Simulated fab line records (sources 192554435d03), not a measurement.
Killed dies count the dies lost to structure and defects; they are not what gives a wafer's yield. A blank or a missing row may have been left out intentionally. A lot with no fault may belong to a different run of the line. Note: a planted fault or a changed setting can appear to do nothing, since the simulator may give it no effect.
fab line records	flow n5-finfet
record: lots: 24	wafers: 72	last-day: 18
route steps=1938 shown BEOL_M1@822 BEOL_M2@859
lots that met no fault: from a run of the same line without faults
start-h: hours from the record's first day to the start of the lot's first wafer shown	wait-h: hours from the lot's prior step to this one	" the same as in the row above	L1.1+2: several wafers, shown together as one row	- no value, or no start given	* or withheld: withheld	< > ~ a bound
route shown NAME@n: NAME is a module with steps in the file, n the number in the route of the first one	usual: mean/standard deviation of fault-free wafers	same: alike in all rows	chamber/n: place in a boat	sites: each site's reading	_std_site: how widely they spread, as a standard deviation	_edge_site: outer sites' mean less inner sites'	radius-mm: how far each site lies from the wafer's centre	mask NAME#n: copy n	behind: tool/chamber where the wafer was last shaped	hold: the reason the lot was held/the length of the hold in hours/how it ended	device: the transistor (n, p or np) that didn't switch	end of line: tests of these same wafers at the route's end	where a step has no rows: the recipe by itself	killed: not the wafer's yield, but the dies lost to structure and defects at the first sort	map: the dies of a wafer, with x for killed, . for not killed, _ for no die there
set.NAME: the setting that was run; set.NAME@STEP: the one run at that earlier step	model.NAME: the simulator's own value behind a step, which no gauge read
one table for each step of the route and one row for each wafer, over a sample of lots
services: a tool's chamber out of use, with start hour (start-h, from the record's first day; less than 0 if before it), hours out, and reason
== steps ==
step: N5_BEOL_M1_SPUTTER_88
recipe: material: Cu	target-thk-a: 45	temp-c: -20	chamber-pressure-pa: 0.07	power-w: withheld	time-s: 8.29
usual: throttle-valve-pct: 29.9/0.82
lot.wafer	tool	chamber	start-h	wait-h	throttle-valve-pct
L074.3	pvd-sputter-01	-	130.25	0.1	31.3
L074.4	"	-	"	"	29.0
L074.5	"	-	"	"	31.6
L075.1	pvd-sputter-01	-	135.07	0.1	29.1
L075.3	"	-	"	"	30.0
L075.6	"	-	"	"	30.1
L076.1	pvd-sputter-03	-	146.17	0.1	30.3
L076.3	"	-	"	"	29.8
L076.4	"	-	"	"	30.9
L077.1	pvd-sputter-02	-	149.10	0.1	28.8
L077.3	"	-	"	"	29.7
L077.6	"	-	"	"	29.8
L079.1	pvd-sputter-03	-	158.16	0.1	30.3
L079.4	"	-	"	"	29.8
L079.6	"	-	"	"	29.5
L078.1	pvd-sputter-01	-	162.00	0.1	30.5
L078.4	"	-	"	"	30.6
L078.5	"	-	"	"	29.6
L080.1	pvd-sputter-02	-	166.35	0.1	29.9
L080.3	"	-	"	"	29.0
L080.5	"	-	"	"	28.9
L081.1	pvd-sputter-02	-	172.81	0.1	29.8
L081.2	"	-	"	"	28.9
L081.5	"	-	"	"	28.8
L082.1	pvd-sputter-02	-	185.82	0.1	28.8
L082.5	"	-	"	"	28.9
L082.6	"	-	"	"	28.9
L083.4	pvd-sputter-03	-	193.20	0.1	29.8
L083.5	"	-	"	"	30.6
L083.6	"	-	"	"	29.7
L084.2	pvd-sputter-03	-	196.92	0.1	30.8
L084.4	"	-	"	"	29.9
L084.5	"	-	"	"	30.6
L085.2	pvd-sputter-03	-	206.58	0.1	30.9
L085.4	"	-	"	"	30.2
L085.6	"	-	"	"	30.2
L086.1	pvd-sputter-02	-	209.19	0.1	29.8
L086.2	"	-	"	"	28.7
L086.3	"	-	"	"	28.8
L087.1	pvd-sputter-01	-	214.70	0.1	29.9
L087.2	"	-	"	"	30.6
L087.6	"	-	"	"	29.1
L088.1	pvd-sputter-01	-	216.54	0.1	31.6
L088.4	"	-	"	"	29.1
L088.6	"	-	"	"	29.0
L090.3	pvd-sputter-01	-	225.59	0.1	29.9
L090.4	"	-	"	"	29.1
L090.5	"	-	"	"	29.3
L089.2	pvd-sputter-02	-	228.15	0.1	28.6
L089.3	"	-	"	"	28.9
L089.5	"	-	"	"	29.9
L091.2	pvd-sputter-03	-	234.01	0.1	29.8
L091.4	"	-	"	"	30.6
L091.6	"	-	"	"	30.3
L092.2	pvd-sputter-03	-	236.67	0.1	29.6
L092.3	"	-	"	"	30.8
L092.5	"	-	"	"	30.3
L094.1	pvd-sputter-01	-	249.41	0.1	29.2
L094.3	"	-	"	"	30.0
L094.4	"	-	"	"	30.4
L093.1	pvd-sputter-02	-	249.49	0.1	28.9
L093.4	"	-	"	"	28.9
L093.6	"	-	"	"	28.9
L095.2	pvd-sputter-03	-	268.36	0.1	30.2
L095.3	"	-	"	"	29.8
L095.4	"	-	"	"	30.0
L096.3	pvd-sputter-01	-	268.41	0.1	31.5
L096.4	"	-	"	"	28.8
L096.5	"	-	"	"	31.7
L097.2	pvd-sputter-03	-	271.50	0.1	29.9
L097.3	"	-	"	"	30.5
L097.4	"	-	"	"	30.3
step: N5_BEOL_M1_ANNEAL_93
recipe: temp-c: 400	time-s: 240	ambient: vacuum
usual: heater-power-w: 785/73
lot.wafer	tool	chamber	start-h	wait-h	heater-power-w
L074.3	pvd-sputter-01	-	130.77	0.0	794
L074.4	"	-	"	"	680
L074.5	"	-	"	"	780
L075.1	pvd-sputter-01	-	135.59	0.0	676
L075.3	"	-	"	"	868
L075.6	"	-	"	"	869
L076.1	pvd-sputter-03	-	146.69	0.0	791
L076.3	"	-	"	"	726
L076.4	"	-	"	"	829
L077.1	pvd-sputter-02	-	149.62	0.0	948
L077.3	"	-	"	"	802
L077.6	"	-	"	"	790
L079.1	pvd-sputter-03	-	158.68	0.0	784
L079.4	"	-	"	"	710
L079.6	"	-	"	"	706
L078.1	pvd-sputter-01	-	162.52	0.0	811
L078.4	"	-	"	"	795
L078.5	"	-	"	"	678
L080.1	pvd-sputter-02	-	166.87	0.0	784
L080.3	"	-	"	"	841
L080.5	"	-	"	"	930
L081.1	pvd-sputter-02	-	173.33	0.0	813
L081.2	"	-	"	"	694
L081.5	"	-	"	"	854
L082.1	pvd-sputter-02	-	186.34	0.0	821
L082.5	"	-	"	"	830
L082.6	"	-	"	"	924
L083.4	pvd-sputter-03	-	193.72	0.0	721
L083.5	"	-	"	"	774
L083.6	"	-	"	"	727
L084.2	pvd-sputter-03	-	197.44	0.0	826
L084.4	"	-	"	"	740
L084.5	"	-	"	"	869
L085.2	pvd-sputter-03	-	207.10	0.0	839
L085.4	"	-	"	"	719
L085.6	"	-	"	"	722
L086.1	pvd-sputter-02	-	209.71	0.0	815
L086.2	"	-	"	"	729
L086.3	"	-	"	"	820
L087.1	pvd-sputter-01	-	215.22	0.0	871
L087.2	"	-	"	"	822
L087.6	"	-	"	"	671
L088.1	pvd-sputter-01	-	217.06	0.0	791
L088.4	"	-	"	"	681
L088.6	"	-	"	"	687
L090.3	pvd-sputter-01	-	226.11	0.0	870
L090.4	"	-	"	"	671
L090.5	"	-	"	"	684
L089.2	pvd-sputter-02	-	228.67	0.0	712
L089.3	"	-	"	"	954
L089.5	"	-	"	"	791
L091.2	pvd-sputter-03	-	234.53	0.0	743
L091.4	"	-	"	"	860
L091.6	"	-	"	"	767
L092.2	pvd-sputter-03	-	237.19	0.0	721
L092.3	"	-	"	"	827
L092.5	"	-	"	"	772
L094.1	pvd-sputter-01	-	249.93	0.0	670
L094.3	"	-	"	"	867
L094.4	"	-	"	"	826
L093.1	pvd-sputter-02	-	250.01	0.0	718
L093.4	"	-	"	"	944
L093.6	"	-	"	"	927
L095.2	pvd-sputter-03	-	268.88	0.0	784
L095.3	"	-	"	"	707
L095.4	"	-	"	"	696
L096.3	pvd-sputter-01	-	268.93	0.0	790
L096.4	"	-	"	"	686
L096.5	"	-	"	"	788
L097.2	pvd-sputter-03	-	272.02	0.0	706
L097.3	"	-	"	"	847
L097.4	"	-	"	"	797
step: N5_BEOL_M1_ANNEAL_95
recipe: temp-c: 400	time-s: 240	ambient: vacuum
usual: heater-power-w: 786/73
lot.wafer	tool	chamber	start-h	wait-h	heater-power-w
L074.3	pvd-sputter-01	-	130.99	0.0	809
L074.4	"	-	"	"	688
L074.5	"	-	"	"	805
L075.1	pvd-sputter-01	-	135.81	0.0	683
L075.3	"	-	"	"	879
L075.6	"	-	"	"	883
L076.1	pvd-sputter-03	-	146.91	0.0	806
L076.3	"	-	"	"	711
L076.4	"	-	"	"	839
L077.1	pvd-sputter-02	-	149.84	0.0	930
L077.3	"	-	"	"	808
L077.6	"	-	"	"	797
L079.1	pvd-sputter-03	-	158.90	0.0	771
L079.4	"	-	"	"	711
L079.6	"	-	"	"	720
L078.1	pvd-sputter-01	-	162.74	0.0	807
L078.4	"	-	"	"	808
L078.5	"	-	"	"	694
L080.1	pvd-sputter-02	-	167.09	0.0	817
L080.3	"	-	"	"	823
L080.5	"	-	"	"	933
L081.1	pvd-sputter-02	-	173.55	0.0	807
L081.2	"	-	"	"	716
L081.5	"	-	"	"	841
L082.1	pvd-sputter-02	-	186.56	0.0	833
L082.5	"	-	"	"	841
L082.6	"	-	"	"	960
L083.4	pvd-sputter-03	-	193.94	0.0	712
L083.5	"	-	"	"	771
L083.6	"	-	"	"	714
L084.2	pvd-sputter-03	-	197.66	0.0	837
L084.4	"	-	"	"	754
L084.5	"	-	"	"	836
L085.2	pvd-sputter-03	-	207.32	0.0	811
L085.4	"	-	"	"	706
L085.6	"	-	"	"	693
L086.1	pvd-sputter-02	-	209.93	0.0	799
L086.2	"	-	"	"	704
L086.3	"	-	"	"	821
L087.1	pvd-sputter-01	-	215.44	0.0	882
L087.2	"	-	"	"	809
L087.6	"	-	"	"	693
L088.1	pvd-sputter-01	-	217.28	0.0	787
L088.4	"	-	"	"	678
L088.6	"	-	"	"	686
L090.3	pvd-sputter-01	-	226.33	0.0	869
L090.4	"	-	"	"	675
L090.5	"	-	"	"	686
L089.2	pvd-sputter-02	-	228.89	0.0	715
L089.3	"	-	"	"	918
L089.5	"	-	"	"	797
L091.2	pvd-sputter-03	-	234.75	0.0	715
L091.4	"	-	"	"	842
L091.6	"	-	"	"	790
L092.2	pvd-sputter-03	-	237.41	0.0	711
L092.3	"	-	"	"	845
L092.5	"	-	"	"	795
L094.1	pvd-sputter-01	-	250.15	0.0	698
L094.3	"	-	"	"	879
L094.4	"	-	"	"	835
L093.1	pvd-sputter-02	-	250.23	0.0	708
L093.4	"	-	"	"	944
L093.6	"	-	"	"	942
L095.2	pvd-sputter-03	-	269.10	0.0	771
L095.3	"	-	"	"	724
L095.4	"	-	"	"	692
L096.3	pvd-sputter-01	-	269.15	0.0	771
L096.4	"	-	"	"	686
L096.5	"	-	"	"	778
L097.2	pvd-sputter-03	-	272.24	0.0	739
L097.3	"	-	"	"	832
L097.4	"	-	"	"	790
step: N5_BEOL_M1_SPUTTER_96
recipe: material: Cu	target-thk-a: 45	temp-c: -20	chamber-pressure-pa: 0.07	power-w: withheld	time-s: 8.29
usual: throttle-valve-pct: 29.9/0.84
lot.wafer	tool	chamber	start-h	wait-h	throttle-valve-pct
L074.3	pvd-sputter-01	-	131.13	0.1	31.6
L074.4	"	-	"	"	29.3
L074.5	"	-	"	"	31.5
L075.1	pvd-sputter-01	-	135.95	0.1	29.1
L075.3	"	-	"	"	30.2
L075.6	"	-	"	"	30.1
L076.1	pvd-sputter-03	-	147.05	0.1	30.6
L076.3	"	-	"	"	29.9
L076.4	"	-	"	"	30.6
L077.1	pvd-sputter-02	-	149.98	0.1	28.8
L077.3	"	-	"	"	29.7
L077.6	"	-	"	"	30.0
L079.1	pvd-sputter-03	-	159.04	0.1	30.5
L079.4	"	-	"	"	30.2
L079.6	"	-	"	"	30.1
L078.1	pvd-sputter-01	-	162.88	0.1	30.5
L078.4	"	-	"	"	30.7
L078.5	"	-	"	"	29.2
L080.1	pvd-sputter-02	-	167.23	0.1	30.0
L080.3	"	-	"	"	28.9
L080.5	"	-	"	"	28.8
L081.1	pvd-sputter-02	-	173.69	0.1	29.7
L081.2	"	-	"	"	28.7
L081.5	"	-	"	"	28.9
L082.1	pvd-sputter-02	-	186.70	0.1	28.8
L082.5	"	-	"	"	28.8
L082.6	"	-	"	"	28.7
L083.4	pvd-sputter-03	-	194.08	0.1	29.5
L083.5	"	-	"	"	30.4
L083.6	"	-	"	"	29.8
L084.2	pvd-sputter-03	-	197.80	0.1	31.2
L084.4	"	-	"	"	29.7
L084.5	"	-	"	"	30.8
L085.2	pvd-sputter-03	-	207.46	0.1	30.8
L085.4	"	-	"	"	30.1
L085.6	"	-	"	"	29.9
L086.1	pvd-sputter-02	-	210.07	0.1	29.8
L086.2	"	-	"	"	28.7
L086.3	"	-	"	"	28.9
L087.1	pvd-sputter-01	-	215.58	0.1	30.0
L087.2	"	-	"	"	30.4
L087.6	"	-	"	"	29.1
L088.1	pvd-sputter-01	-	217.42	0.1	31.5
L088.4	"	-	"	"	29.0
L088.6	"	-	"	"	29.1
L090.3	pvd-sputter-01	-	226.47	0.1	30.1
L090.4	"	-	"	"	29.0
L090.5	"	-	"	"	29.3
L089.2	pvd-sputter-02	-	229.03	0.1	28.8
L089.3	"	-	"	"	28.9
L089.5	"	-	"	"	29.9
L091.2	pvd-sputter-03	-	234.89	0.1	29.8
L091.4	"	-	"	"	30.7
L091.6	"	-	"	"	30.2
L092.2	pvd-sputter-03	-	237.55	0.1	29.7
L092.3	"	-	"	"	30.9
L092.5	"	-	"	"	30.8
L094.1	pvd-sputter-01	-	250.29	0.1	29.2
L094.3	"	-	"	"	30.1
L094.4	"	-	"	"	30.6
L093.1	pvd-sputter-02	-	250.37	0.1	28.6
L093.4	"	-	"	"	28.9
L093.6	"	-	"	"	29.1
L095.2	pvd-sputter-03	-	269.24	0.1	30.4
L095.3	"	-	"	"	29.7
L095.4	"	-	"	"	30.1
L096.3	pvd-sputter-01	-	269.29	0.1	31.4
L096.4	"	-	"	"	29.4
L096.5	"	-	"	"	31.5
L097.2	pvd-sputter-03	-	272.38	0.1	29.6
L097.3	"	-	"	"	31.0
L097.4	"	-	"	"	30.2
step: N5_BEOL_M1_INSPECT_59
recipe: inspect-instrument: darkfield	mode: post-dep
usual: raw-defect-count: 70/22
lot.wafer	tool	chamber	start-h	wait-h	raw-defect-count
L074.3	defect-inspect-02	-	132.26	0.0	53
L074.4	"	-	"	"	61
L074.5	"	-	"	"	73
L075.1	defect-inspect-02	-	137.49	0.0	82
L075.3	"	-	"	"	44
L075.6	"	-	"	"	88
L076.1	defect-inspect-02	-	148.12	0.0	70
L076.3	"	-	"	"	70
L076.4	"	-	"	"	66
L077.1	defect-inspect-02	-	151.06	0.0	49
L077.3	"	-	"	"	79
L077.6	"	-	"	"	65
L079.1	defect-inspect-01	-	160.36	0.0	74
L079.4	"	-	"	"	89
L079.6	"	-	"	"	41
L078.1	defect-inspect-02	-	163.96	0.0	59
L078.4	"	-	"	"	76
L078.5	"	-	"	"	80
L080.1	defect-inspect-02	-	169.85	0.0	46
L080.3	"	-	"	"	56
L080.5	"	-	"	"	63
L081.1	defect-inspect-01	-	174.85	0.0	60
L081.2	"	-	"	"	67
L081.5	"	-	"	"	63
L082.1	defect-inspect-02	-	187.80	0.0	62
L082.5	"	-	"	"	87
L082.6	"	-	"	"	65
L083.4	defect-inspect-02	-	195.16	0.0	87
L083.5	"	-	"	"	65
L083.6	"	-	"	"	126
L084.2	defect-inspect-01	-	198.97	0.0	61
L084.4	"	-	"	"	63
L084.5	"	-	"	"	71
L085.2	defect-inspect-02	-	208.53	0.0	54
L085.4	"	-	"	"	42
L085.6	"	-	"	"	75
L086.1	defect-inspect-01	-	211.16	0.0	72
L086.2	"	-	"	"	97
L086.3	"	-	"	"	105
L087.1	defect-inspect-02	-	216.68	0.0	106
L087.2	"	-	"	"	139
L087.6	"	-	"	"	70
L088.1	defect-inspect-02	-	218.49	0.0	105
L088.4	"	-	"	"	117
L088.6	"	-	"	"	90
L090.3	defect-inspect-01	-	227.60	0.0	51
L090.4	"	-	"	"	53
L090.5	"	-	"	"	55
L089.2	defect-inspect-01	-	230.14	0.0	65
L089.3	"	-	"	"	87
L089.5	"	-	"	"	74
L091.2	defect-inspect-01	-	235.97	0.0	58
L091.4	"	-	"	"	41
L091.6	"	-	"	"	50
L092.2	defect-inspect-01	-	238.80	0.0	64
L092.3	"	-	"	"	52
L092.5	"	-	"	"	41
L094.1	defect-inspect-02	-	251.48	0.0	46
L094.3	"	-	"	"	79
L094.4	"	-	"	"	42
L093.1	defect-inspect-01	-	251.51	0.0	45
L093.4	"	-	"	"	55
L093.6	"	-	"	"	80
L095.2	defect-inspect-01	-	270.46	0.0	38
L095.3	"	-	"	"	61
L095.4	"	-	"	"	63
L096.3	defect-inspect-02	-	270.51	0.0	90
L096.4	"	-	"	"	53
L096.5	"	-	"	"	79
L097.2	defect-inspect-02	-	273.83	0.0	47
L097.3	"	-	"	"	59
L097.4	"	-	"	"	55
step: N5_BEOL_M2_ETCH_63
recipe: chemistry: CF4	target: SiARC	target-depth-a: 156	mask-material: CAR-EUV	time-s: 26	ion-energy-ev: 80	pressure-mtorr: 40	source-w: 545	bias-w: 36	Ar_flow_sccm: 100	cf4-flow-sccm: 100	ends: cleared
usual: drypump-motor-current-A: 5.7/0.52	etch-rf-on-time-s: 26.1/0.4	oes-product-au: 0.66/0.074	rf-vpp-V: 184.4/1.2	showerhead-plenum-p-Torr: 2.17/0.072	throttle-valve-pct: 15.57/0.24
lot.wafer	tool	chamber	start-h	wait-h	drypump-motor-current-A	etch-rf-on-time-s	oes-product-au	rf-hours-counter-h	rf-vpp-V	showerhead-plenum-p-Torr	throttle-valve-pct
L074.3	rie-diel-06	1	135.77	0.0	5.9	26.0	0.58	236	183.1	2.03	16.17
L074.4	"	2	"	"	5.1	26.1	0.63	173	182.1	2.05	15.92
L074.5	"	1	"	"	5.9	26.2	0.58	-	183.1	2.03	16.16
L075.1	rie-diel-02	1	140.91	0.0	6.6	26.2	0.71	72	185.1	2.25	15.34
L075.3	"	0	"	"	6.4	26.1	0.64	158	184.0	2.13	15.40
L075.6	"	1	"	"	6.5	26.1	0.70	-	186.0	2.26	15.32
L076.1	rie-diel-05	0	149.15	0.0	5.9	25.5	0.81	12	182.4	2.10	15.15
L076.3	"	2	"	"	5.5	25.9	0.80	4	186.4	2.28	15.39
L076.4	"	3	"	"	4.8	26.4	0.61	184	184.8	2.22	15.69
L077.1	rie-diel-05	3	152.56	0.0	4.8	26.4	0.60	186	184.0	2.22	15.70
L077.3	"	1	"	"	5.2	26.2	0.72	67	185.0	2.17	15.81
L077.6	"	3	"	"	4.9	26.7	0.60	-	184.3	2.22	15.71
L079.1	rie-diel-06	1	162.12	0.0	5.9	26.2	0.58	248	183.0	2.03	16.17
L079.4	"	2	"	"	5.0	26.3	0.63	177	182.4	2.05	15.93
L079.6	"	2	"	"	5.1	26.4	0.62	-	183.3	2.05	15.91
L078.1	rie-diel-05	0	165.18	0.0	5.9	25.3	0.79	21	181.2	2.10	15.17
L078.4	"	2	"	"	5.5	26.2	0.79	7	185.0	2.28	15.40
L078.5	"	3	"	"	4.8	26.6	0.60	-	185.0	2.21	15.71
L080.1	rie-diel-02	2	170.78	0.0	5.9	26.3	0.63	189	185.3	2.21	15.56
L080.3	"	0	"	"	6.4	25.7	0.64	171	184.7	2.13	15.41
L080.5	"	2	"	"	5.9	26.2	0.63	-	183.7	2.21	15.56
L081.1	rie-diel-06	2	176.29	0.0	5.1	26.4	0.62	182	183.4	2.05	15.93
L081.2	"	3	"	"	5.7	25.7	0.76	34	184.4	2.27	15.40
L081.5	"	0	"	"	5.8	26.2	0.57	-	181.7	2.11	15.98
L082.1	rie-diel-02	2	189.47	0.0	5.9	26.5	0.62	194	184.4	2.21	15.56
L082.5	"	0	"	"	6.3	26.0	0.64	-	184.9	2.13	15.43
L082.6	"	3	"	"	5.8	26.7	0.57	-	183.1	2.11	15.72
L083.4	rie-diel-02	3	198.17	0.0	5.8	26.3	0.57	242	182.7	2.11	15.74
L083.5	"	3	"	"	5.8	26.5	0.57	-	183.4	2.10	15.72
L083.6	"	0	"	"	6.4	25.6	0.63	-	183.8	2.13	15.45
L084.2	rie-diel-02	0	201.60	0.0	6.4	25.9	0.63	182	184.3	2.13	15.44
L084.4	"	2	"	"	5.9	26.6	0.62	200	186.0	2.21	15.57
L084.5	"	3	"	"	5.7	26.7	0.57	-	184.7	2.10	15.72
L085.2	rie-diel-02	0	210.69	0.0	6.4	25.6	0.64	186	184.3	2.13	15.46
L085.4	"	2	"	"	5.9	26.2	0.61	204	184.2	2.20	15.59
L085.6	"	3	"	"	5.8	26.5	0.57	-	183.1	2.10	15.74
L086.1	rie-diel-05	0	213.58	0.0	5.9	25.7	0.76	38	184.2	2.09	15.22
L086.2	"	1	"	"	5.2	26.1	0.69	90	182.7	2.17	15.84
L086.3	"	2	"	"	5.5	26.2	0.74	23	184.2	2.27	15.45
L087.1	rie-diel-05	0	218.45	0.0	5.9	25.5	0.77	40	183.7	2.09	15.22
L087.2	"	3	"	"	4.9	26.4	0.59	211	185.5	2.21	15.76
L087.6	"	3	"	"	4.9	26.4	0.59	-	185.8	2.21	15.75
L088.1	rie-diel-05	0	219.53	0.0	5.9	25.5	0.76	40	183.1	2.09	15.22
L088.4	"	3	"	"	4.8	26.3	0.59	212	186.5	2.21	15.73
L088.6	"	2	"	"	5.6	26.2	0.75	-	187.1	2.27	15.43
L090.3	rie-diel-02	1	230.30	0.0	6.6	25.5	0.69	97	185.0	2.25	15.39
L090.4	"	0	"	"	6.3	25.7	0.63	-	183.1	2.12	15.47
L090.5	"	2	"	"	5.9	26.2	0.61	-	185.1	2.20	15.61
L089.2	rie-diel-02	0	231.44	0.0	6.3	25.9	0.62	193	183.9	2.12	15.47
L089.3	"	1	"	"	6.6	25.7	0.69	98	185.3	2.25	15.40
L089.5	"	0	"	"	6.4	25.7	0.63	-	182.8	2.12	15.47
L091.2	rie-diel-06	3	238.31	0.0	5.7	25.2	0.73	59	185.2	2.26	15.45
L091.4	"	2	"	"	5.1	26.1	0.60	208	183.3	2.04	15.98
L091.6	"	2	"	"	5.1	25.9	0.60	-	182.1	2.04	15.97
L092.2	rie-diel-05	1	239.83	0.0	5.2	25.9	0.69	100	185.1	2.16	15.88
L092.3	"	0	"	"	5.9	25.5	0.75	47	183.2	2.09	15.23
L092.5	"	2	"	"	5.5	26.2	0.73	-	185.9	2.27	15.44
L094.1	rie-diel-02	2	253.38	0.0	5.9	26.6	0.60	220	184.7	2.20	15.61
L094.3	"	3	"	"	5.7	26.3	0.81	5	185.0	2.10	15.24
L094.4	"	0	"	"	6.4	26.0	0.62	202	183.7	2.12	15.47
L093.1	rie-diel-05	2	253.72	0.0	5.6	26.4	0.72	38	184.8	2.27	15.46
L093.4	"	3	"	"	4.8	26.6	0.58	224	185.2	2.20	15.77
L093.6	"	0	"	"	5.9	25.4	0.75	-	184.4	2.09	15.24
L095.2	rie-diel-02	2	271.95	0.0	5.9	26.4	0.61	226	184.2	2.20	15.63
L095.3	"	0	"	"	6.3	26.1	0.61	207	183.2	2.12	15.50
L095.4	"	1	"	"	6.5	25.7	0.67	112	185.7	2.24	15.41
L096.3	rie-diel-05	0	272.09	0.0	5.9	25.4	0.74	59	183.8	2.08	15.26
L096.4	"	2	"	"	5.5	26.6	0.71	-	185.8	2.27	15.47
L096.5	"	0	"	"	5.9	25.6	0.74	-	182.1	2.08	15.25
L097.2	rie-diel-02	1	274.94	0.0	6.5	25.5	0.68	114	186.8	2.24	15.41
L097.3	"	2	"	"	5.9	26.0	0.61	228	186.0	2.20	15.62
L097.4	"	3	"	"	5.8	26.2	0.79	13	184.5	2.10	15.26
== services ==
tool	chamber	start-h	hours	kind
rie-diel-05	2	118.45	-	clean
rie-diel-05	2	118.45	-	consumable-replace:focus-ring
rie-diel-05	2	118.45	-	consumable-replace:showerhead
rie-diel-05	2	118.45	17.9	scheduled-down
rie-diel-05	2	118.45	17.9	vent-cycle
rie-diel-06	1	170.03	-	clean
rie-diel-06	1	170.03	-	consumable-replace:focus-ring
rie-diel-06	1	170.03	-	consumable-replace:showerhead
rie-diel-06	1	170.03	12.2	scheduled-down
rie-diel-06	1	170.03	12.2	vent-cycle
rie-diel-06	0	200.31	15.8	repair
rie-diel-02	3	221.54	-	clean
rie-diel-02	3	221.54	-	consumable-replace:focus-ring
rie-diel-06	0	247.37	-	clean
rie-diel-06	0	247.37	-	consumable-replace:focus-ring
rie-diel-06	0	247.37	23.0	scheduled-down
rie-diel-06	0	247.37	23.0	vent-cycle
== key ==
fault none
